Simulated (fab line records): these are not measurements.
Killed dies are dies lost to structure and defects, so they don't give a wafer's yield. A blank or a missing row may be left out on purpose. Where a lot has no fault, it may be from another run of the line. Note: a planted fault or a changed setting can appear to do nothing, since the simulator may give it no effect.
fab line records	flow nand_harc
record: lots: 11	wafers: 33	last_day: 34
route steps=1302 shown P_ZERO_WELL@31 P_STI@87 P_GATE@119 END@1302
lots with no fault: from the same line, run without faults
start_h: hours from the record's opening day to when the first of the lot's shown wafers began	wait_h: how many hours have passed since the lot's step before this one	" identical to the entry in the row above	L1.1+2: several wafers, shown together as one row	- either no value or no given start	* or withheld: withheld	< > ~ a bound
route shown NAME@n: a module of which the file shows steps, and the number in the route of the first	usual: mean and standard deviation over wafers with no fault	same: alike in all rows	chamber/n: place in a boat	sites: each site's reading	_std_site: standard deviation across them	_edge_site: outer sites' mean less inner sites'	radius_mm: how far each site lies from the wafer's centre	mask NAME#n: copy n	behind: the tool/chamber that last shaped the wafer	hold: the reason the lot was held/the length of the hold in hours/how it ended	device: transistor that didn't switch, given as n, p or np	end of line: the tests these same wafers got at the end of their route	where a step has no rows: the recipe by itself	killed: count of dies lost to structure and defects at first sort (not the wafer's yield)	map: shows each die of a wafer: x if killed, . if not, _ if none is there
set.NAME: setting as actually run; set.NAME@STEP: the setting as run at that earlier step	model.NAME: the simulator's own value behind a step, which no gauge read
route steps across a sampled set of lots; one table per step, one row per wafer
services: from which hour (start_h, from the record's first day; less than 0 if before it) a tool's chamber was out of use, for how many hours, and why
== steps ==
step: NHARC_P_ZERO_WELL_DESCUM_26
recipe: time_s: 3	o2_flow_sccm: 200	ar_flow_sccm: 0	bias_power_w: 0	chemistry: O2
usual: chamber_pressure_mTorr: 60.00/0.053	drypump_motor_current_A: 5.7/0.48	oes_product_au: 1.001/0.0099	rf_vpp_V: 57.8/0.83	showerhead_plenum_p_Torr: 1.90/0.1	throttle_valve_pct: 11.311/0.0091
lot.wafer	tool	chamber	start_h	wait_h	chamber_pressure_mTorr	drypump_motor_current_A	oes_product_au	rf_hours_counter_h	rf_vpp_V	showerhead_plenum_p_Torr	throttle_valve_pct
L257.2	rie_diel-04	2	32.50	-	60.00	5.3	0.996	6	56.8	1.81	11.317
L257.3	"	1	"	"	59.95	5.0	1.012	6	57.0	2.02	11.293
L257.5	"	3	"	"	59.97	5.2	1.000	-	56.3	1.84	11.314
L259.2	rie_diel-11	0	52.72	-	60.05	5.8	0.990	45	58.6	1.80	11.317
L259.6	"	0	"	"	60.01	5.7	0.994	-	56.1	1.80	11.325
L259.4	"	1	"	"	60.01	5.7	0.987	-	57.2	1.88	11.317
L264.2	rie_diel-13	2	105.46	-	60.00	5.6	1.008	31	57.7	2.00	11.315
L264.5	"	3	"	"	60.02	6.4	1.014	-	56.1	1.80	11.309
L264.6	"	0	"	"	59.93	6.1	0.994	-	58.5	1.93	11.310
L266.4	rie_diel-13	3	122.76	-	59.98	6.4	1.026	41	56.0	1.80	11.303
L266.5	"	1	"	"	59.95	5.1	1.007	-	58.0	1.78	11.317
L266.6	"	2	"	"	59.97	5.6	1.004	-	58.7	2.00	11.309
L271.3	rie_diel-04	3	173.01	-	59.96	5.2	0.996	64	57.8	1.82	11.317
L271.2	"	0	"	"	60.05	6.3	0.997	61	58.2	1.96	11.308
L271.6	"	3	"	"	60.05	5.2	1.006	-	59.3	1.82	11.314
L272.2	rie_diel-13	1	183.14	-	60.02	5.1	1.004	2	59.2	2.08	11.330
L272.1	"	3	"	"	59.95	6.4	1.002	3	57.9	1.80	11.318
L272.6	"	2	"	"	60.08	5.6	0.991	-	60.0	2.00	11.304
L273.3	rie_diel-04	0	192.68	-	60.01	6.3	0.993	2	58.6	1.96	11.296
L273.2	"	1	"	"	60.08	5.0	0.992	2	58.7	2.00	11.295
L273.6	"	0	"	"	60.11	6.3	0.979	-	59.4	1.96	11.321
L274.1	rie_diel-13	3	202.66	-	60.04	6.4	1.016	6	56.6	1.79	11.314
L274.2	"	1	"	"	60.07	5.1	1.009	8	58.5	2.07	11.311
L274.6	"	3	"	"	59.91	6.4	1.013	-	57.6	1.79	11.320
L275.2	rie_diel-04	2	212.82	-	59.98	5.3	0.999	6	57.5	1.79	11.301
L275.3	"	3	"	"	60.08	5.2	0.998	6	56.8	1.82	11.298
L275.4	"	0	"	"	59.99	6.3	0.989	8	58.6	1.96	11.289
L278.3	rie_diel-11	3	242.62	-	59.98	5.2	0.993	42	58.0	2.06	11.306
L278.4	"	1	"	"	60.07	5.7	0.976	52	57.5	1.86	11.317
L278.1	"	2	"	"	59.99	5.8	0.997	45	57.4	2.04	11.306
L279.2	rie_diel-13	3	252.68	-	60.07	6.4	0.999	23	57.2	1.79	11.318
L279.5	"	0	"	"	59.98	6.1	0.994	-	57.3	1.92	11.323
L279.6	"	1	"	"	60.00	5.1	0.993	-	58.4	2.07	11.308
step: NHARC_P_STI_DESCUM_14
recipe: time_s: 3	o2_flow_sccm: 200	ar_flow_sccm: 0	bias_power_w: 0	chemistry: O2
usual: chamber_pressure_mTorr: 60.00/0.048	drypump_motor_current_A: 5.9/0.44	oes_product_au: 1.001/0.01	rf_vpp_V: 58.0/0.83	showerhead_plenum_p_Torr: 1.96/0.067	throttle_valve_pct: 11.310/0.0097
lot.wafer	tool	chamber	start_h	wait_h	chamber_pressure_mTorr	drypump_motor_current_A	oes_product_au	rf_hours_counter_h	rf_vpp_V	showerhead_plenum_p_Torr	throttle_valve_pct
L257.3	rie_diel-07	0	56.44	-	59.96	6.0	0.999	7	59.7	1.96	11.296
L257.2	"	1	"	"	59.95	5.7	1.010	7	57.5	1.99	11.302
L257.5	"	2	"	"	59.99	5.0	1.003	-	59.4	2.06	11.321
L259.4	rie_diel-10	0	75.42	-	60.04	6.5	1.007	0	57.0	1.88	11.338
L259.2	"	3	"	"	59.96	5.4	1.001	0	57.3	2.02	11.308
L259.6	"	1	"	"	59.96	5.9	0.986	-	57.2	1.79	11.316
L264.2	rie_diel-06	2	128.80	-	60.06	5.2	1.007	7	58.3	1.99	11.310
L264.5	"	2	"	"	59.96	5.2	1.018	-	58.0	1.99	11.305
L264.6	"	3	"	"	60.03	5.8	0.992	-	58.3	1.97	11.304
L266.4	rie_diel-06	3	147.95	-	60.00	5.8	0.987	0	60.0	1.97	11.323
L266.5	"	3	"	"	60.07	5.8	0.990	-	57.1	1.97	11.307
L266.6	"	0	"	"	60.10	6.3	1.022	-	58.4	1.98	11.308
L271.3	rie_diel-10	3	195.72	-	60.04	5.4	0.995	10	58.9	2.02	11.310
L271.2	"	0	"	"	59.97	6.5	1.002	10	56.7	1.87	11.307
L271.6	"	2	"	"	59.91	5.6	0.989	-	59.4	1.99	11.300
L272.1	rie_diel-06	1	204.68	-	59.95	6.2	1.005	4	58.4	1.98	11.301
L272.2	"	2	"	"	59.97	5.2	0.999	4	57.4	1.99	11.312
L272.6	"	2	"	"	60.03	5.2	0.991	-	58.1	1.99	11.309
L273.3	rie_diel-10	0	215.05	-	59.99	6.5	0.998	12	57.0	1.87	11.323
L273.2	"	1	"	"	60.02	5.9	0.985	12	57.6	1.78	11.301
L273.6	"	1	"	"	59.98	5.9	0.984	-	56.4	1.78	11.318
L274.1	rie_diel-06	0	224.90	-	59.99	6.2	1.002	4	56.9	1.98	11.296
L274.2	"	1	"	"	59.97	6.2	1.006	5	58.1	1.98	11.301
L274.6	"	0	"	"	60.01	6.2	1.007	-	57.3	1.98	11.301
L275.4	rie_diel-10	1	233.55	-	60.04	5.9	0.992	13	56.2	1.78	11.326
L275.2	"	2	"	"	59.98	5.6	1.002	13	58.2	1.99	11.301
L275.3	"	3	"	"	59.97	5.4	1.002	13	58.7	2.02	11.298
L278.3	rie_diel-06	3	267.41	-	59.98	5.7	0.996	6	56.6	1.97	11.314
L278.1	"	0	"	"	60.03	6.3	1.021	6	59.0	1.98	11.311
L278.4	"	1	"	"	60.07	6.2	0.994	7	58.3	1.98	11.312
L279.2	rie_diel-06	1	278.27	-	60.04	6.2	0.992	7	57.9	1.98	11.310
L279.6	"	0	"	"	59.95	6.3	1.002	-	59.7	1.98	11.296
L279.5	"	1	"	"	59.96	6.2	0.995	-	57.2	1.98	11.313
step: NHARC_P_GATE_EXPOSE_08
recipe: na: 0.6	dose_mj: 16.75	mask_id: P_HV
lot.wafer	tool	chamber	start_h	wait_h	mask
L257.2+3+5	krf_scanner-04	0	92.51	-	P_HV#0
L259.2+4+6	krf_scanner-03	0	113.19	-	P_HV#0
L264.2+5+6	krf_scanner-02	0	167.27	-	P_NSD#0
L266.4+5+6	krf_scanner-02	0	185.83	-	P_HV#0
L271.2+3+6	krf_scanner-02	0	230.99	-	P_HV#0
L272.1+2+6	krf_scanner-04	0	239.15	-	P_HV#0
L273.2+3+6	krf_scanner-04	0	252.87	-	P_HV#0
L274.1+2+6	krf_scanner-04	0	258.69	-	P_HV#0
L275.2+3+4	krf_scanner-03	0	271.10	-	P_HV#0
L278.1+3+4	krf_scanner-02	0	303.61	-	P_HV#0
L279.2+5+6	krf_scanner-02	0	318.98	-	P_HV#0
step: NHARC_P_GATE_CD_MEAS_11
recipe: target_cd_nm: 1640	landing_energy_ev: 500
usual: cd_nm: 1639.8/1.4
lot.wafer	tool	chamber	start_h	wait_h	cd_nm
L257.2	cd_sem-03	0	92.66	-	1642.5
L257.3	"	0	"	"	1638.5
L257.5	"	0	"	"	1639.6
L259.2	cd_sem-02	0	113.35	-	1640.9
L259.4	"	0	"	"	1641.0
L259.6	"	0	"	"	1643.0
L264.2	cd_sem-03	0	167.42	-	-
L264.5	"	0	"	"	-
L264.6	"	0	"	"	-
L266.4	cd_sem-01	0	185.97	-	1639.3
L266.5	"	0	"	"	1639.8
L266.6	"	0	"	"	1637.6
L271.2	cd_sem-02	0	231.14	-	1638.5
L271.3	"	0	"	"	1640.5
L271.6	"	0	"	"	1639.8
L272.1	cd_sem-03	0	239.30	-	1641.4
L272.2	"	0	"	"	1640.4
L272.6	"	0	"	"	1639.6
L273.2	cd_sem-01	0	253.02	-	1639.5
L273.3	"	0	"	"	1639.9
L273.6	"	0	"	"	1639.3
L274.1	cd_sem-03	0	258.85	-	1640.4
L274.2	"	0	"	"	1640.0
L274.6	"	0	"	"	1639.2
L275.2	cd_sem-03	0	271.25	-	1639.3
L275.3	"	0	"	"	1637.2
L275.4	"	0	"	"	1639.9
L278.1	cd_sem-02	0	303.76	-	1642.1
L278.3	"	0	"	"	1639.1
L278.4	"	0	"	"	1639.3
L279.2	cd_sem-01	0	319.13	-	1641.5
L279.5	"	0	"	"	1638.5
L279.6	"	0	"	"	1640.4
step: NHARC_P_GATE_STRIP_108
recipe: o2_flow_sccm: 500	ar_flow_sccm: 0	bias_w: 0	chemistry: O2
usual: chamber_pressure_mTorr: 59.99/0.075	drypump_motor_current_A: 5.7/0.31	oes_product_au: 1.003/0.01	rf_vpp_V: 58.0/1	showerhead_plenum_p_Torr: 3.59/0.15	throttle_valve_pct: 17.035/0.0087
lot.wafer	tool	chamber	start_h	wait_h	chamber_pressure_mTorr	drypump_motor_current_A	oes_product_au	rf_hours_counter_h	rf_vpp_V	showerhead_plenum_p_Torr	throttle_valve_pct
L257.3	rie_diel-08	2	108.62	-	59.96	5.3	0.990	4.4	57.8	3.65	17.023
L257.2	"	1	"	"	60.02	5.1	1.006	4.7	58.3	3.44	17.021
L257.5	"	2	"	"	59.98	5.3	0.989	-	57.5	3.65	17.028
L259.4	rie_diel-03	2	128.11	-	60.04	6.0	1.008	1.1	58.7	3.79	17.031
L259.2	"	0	"	"	60.07	5.5	0.998	0.7	57.9	3.43	17.034
L259.6	"	1	"	"	60.01	6.0	0.989	-	56.5	3.68	17.032
L264.2	rie_diel-08	3	184.94	-	59.96	6.0	1.022	8.0	60.2	3.73	17.040
L264.6	"	3	"	"	60.01	6.0	1.023	-	58.5	3.73	17.036
L264.5	"	0	"	"	59.94	5.5	1.005	-	57.0	3.32	17.036
L266.4	rie_diel-03	2	204.52	-	59.91	6.1	1.002	5.7	58.4	3.79	17.042
L266.6	"	3	"	"	60.03	5.7	0.997	-	57.3	3.49	17.030
L266.5	"	0	"	"	60.01	5.5	1.007	-	57.4	3.43	17.045
L271.2	rie_diel-03	1	248.83	-	59.95	6.0	0.992	7.3	58.6	3.68	17.036
L271.3	"	3	"	"	60.02	5.7	1.000	8.7	55.0	3.49	17.037
L271.6	"	1	"	"	59.93	6.0	0.989	-	56.6	3.68	17.035
L272.2	rie_diel-03	0	260.58	-	59.97	5.5	0.994	4.9	56.3	3.43	17.043
L272.1	"	1	"	"	60.12	6.0	0.987	7.7	56.4	3.68	17.033
L272.6	"	2	"	"	60.06	6.0	1.007	-	60.2	3.78	17.025
L273.2	rie_diel-03	1	271.82	-	59.94	6.0	0.990	7.8	60.3	3.68	17.054
L273.3	"	2	"	"	60.05	6.0	1.011	9.1	57.3	3.78	17.045
L273.6	"	1	"	"	59.93	6.0	0.993	-	60.1	3.68	17.033
L274.1	rie_diel-03	0	276.45	-	59.97	5.5	1.006	5.1	57.8	3.43	17.024
L274.2	"	1	"	"	60.00	6.0	0.993	7.9	58.0	3.68	17.028
L274.6	"	1	"	"	60.03	6.0	0.994	-	57.4	3.68	17.044
L275.3	rie_diel-08	0	287.68	-	60.02	5.5	1.003	6.6	57.5	3.32	17.029
L275.2	"	1	"	"	59.92	5.1	1.015	8.3	57.4	3.43	17.023
L275.4	"	2	"	"	60.04	5.3	1.007	8.6	57.9	3.64	17.054
L278.1	rie_diel-01	1	321.01	-	60.00	5.3	1.015	5.5	58.4	3.48	17.046
L278.3	"	2	"	"	60.03	5.9	1.003	5.8	60.0	3.68	17.052
L278.4	"	3	"	"	60.02	5.6	0.994	5.5	58.5	3.49	17.041
L279.2	rie_diel-03	2	337.20	-	59.97	6.1	1.002	2.0	59.7	3.78	17.035
L279.6	"	1	"	"	60.03	6.0	0.990	-	58.8	3.68	17.034
L279.5	"	2	"	"	60.01	6.1	0.997	-	58.6	3.78	17.020
step: NHARC_END_SORT_01
recipe: temp_c: 25
usual: killed_at_array: 52/17	killed_at_other: 0.9/1.2	killed_at_periphery: 3.9/2.7	killed_dies: 57/16	killed_open: 3.3/1.9	killed_short: 2.5/1.5
same: gross_dies: 677
lot.wafer	tool	chamber	start_h	wait_h	killed_at_array	killed_at_other	killed_at_periphery	killed_dies	killed_open	killed_short
L264.2	prober-02	0	647.85	2.8	40	0	637	677	1	2
L264.5	prober-02	0	650.24	3.7	27	0	650	677	2	3
L264.6	prober-02	0	651.03	4.0	44	1	632	677	2	3
killed by level:class
L264.2 P_GATE:area_expose=636 A_CHANNEL_HOLE_D2:chamber_film_flake=13 A_SLIT:chamber_film_flake=10 A_CONTACT:chamber_film_flake=9 A_CHANNEL_HOLE_D1:chamber_film_flake=3 P_M0:geometric_particle:open=1 A_ONON_D2:geometric_particle:short=1 A_CHANNEL_FILL_D2:geometric_particle:short=1
L264.5 P_GATE:area_expose=647 A_SLIT:chamber_film_flake=10 A_CHANNEL_HOLE_D2:chamber_film_flake=5 A_CONTACT:chamber_film_flake=4 A_DECK1_JOINT:chamber_film_flake=2 P_M0:geometric_particle:open=1 P_M0:geometric_particle:short=1 A_ONON_D1:geometric_particle:open=1
L264.6 P_GATE:area_expose=630 A_SLIT:chamber_film_flake=23 A_CHANNEL_HOLE_D2:chamber_film_flake=6 A_CONTACT:chamber_film_flake=5 A_CHANNEL_HOLE_D1:chamber_film_flake=3 A_STAIRCASE:chamber_film_flake=2 A_DECK1_JOINT:geometric_particle:short=1 A_CHANNEL_FILL_D2:geometric_particle:open=1
== services ==
tool	chamber	start_h	hours	kind
rie_diel-13	2	22.16	1.9	repair
rie_diel-13	1	34.88	11.3	repair
rie_diel-03	2	48.08	9.4	repair
rie_diel-13	2	51.26	6.4	repair
rie_diel-13	2	59.85	6.7	repair
rie_diel-13	-	69.20	0.4	repair
rie_diel-13	0	77.13	12.7	repair
rie_diel-03	3	81.90	1.7	repair
rie_diel-06	2	84.06	2.9	repair
krf_scanner-02	-	85.33	0.9	repair
krf_scanner-02	-	94.00	4.0	pm
rie_diel-03	-	104.30	9.0	pm
rie_diel-06	0	124.73	10.0	repair
rie_diel-06	-	130.20	9.0	pm
rie_diel-03	0	152.75	22.0	repair
rie_diel-13	-	166.90	9.0	pm
krf_scanner-02	-	195.36	3.7	repair
rie_diel-06	-	210.26	0.9	repair
rie_diel-03	0	236.58	10.8	repair
rie_diel-06	1	253.53	1.3	repair
rie_diel-03	1	269.49	1.3	repair
rie_diel-03	0	281.09	10.8	repair
rie_diel-03	-	281.30	9.0	pm
rie_diel-06	-	307.20	9.0	pm
== key ==
first_sign: step: NHARC_P_GATE_EXPOSE_08	reading: mask	direction: changed
effect: step: NHARC_P_GATE_CD_MEAS_11	reading: cd_nm	direction: missing
effect: step: NHARC_END_SORT_01	reading: killed_at_periphery	direction: up	sigmas: 99+	usual: 3.9	struck: 639.7
more_kills_born_at: NHARC_P_GATE_EXPOSE_08@krf_scanner-02: 1913
met_at NHARC_P_GATE_EXPOSE_08
struck_lots L264
later_rows_left_out L264.2,L264.5,L264.6
tester_left_out L264
not_acting_at NHARC_P_ZERO_WELL_DESCUM_26,NHARC_P_STI_DESCUM_14,NHARC_P_GATE_STRIP_108
fault: kind: wrong_mask	tool: any	chamber: -	onset_h: 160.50	steps: NHARC_P_GATE_EXPOSE_08	aux_copy: P_NSD#0	scope: struck_lots_only
tester_left_out: of these lots the tester's yield and bins aren't shown, on N5 and GAA mostly nor the transistor test; their killed dies are dies lost to structure and defects alone, not to doping, threshold or leakage, so they don't give the yield
later_rows_left_out: the simulator's readings of these wafers behind a module that went badly wrong aren't trusted and aren't shown, but for the sort
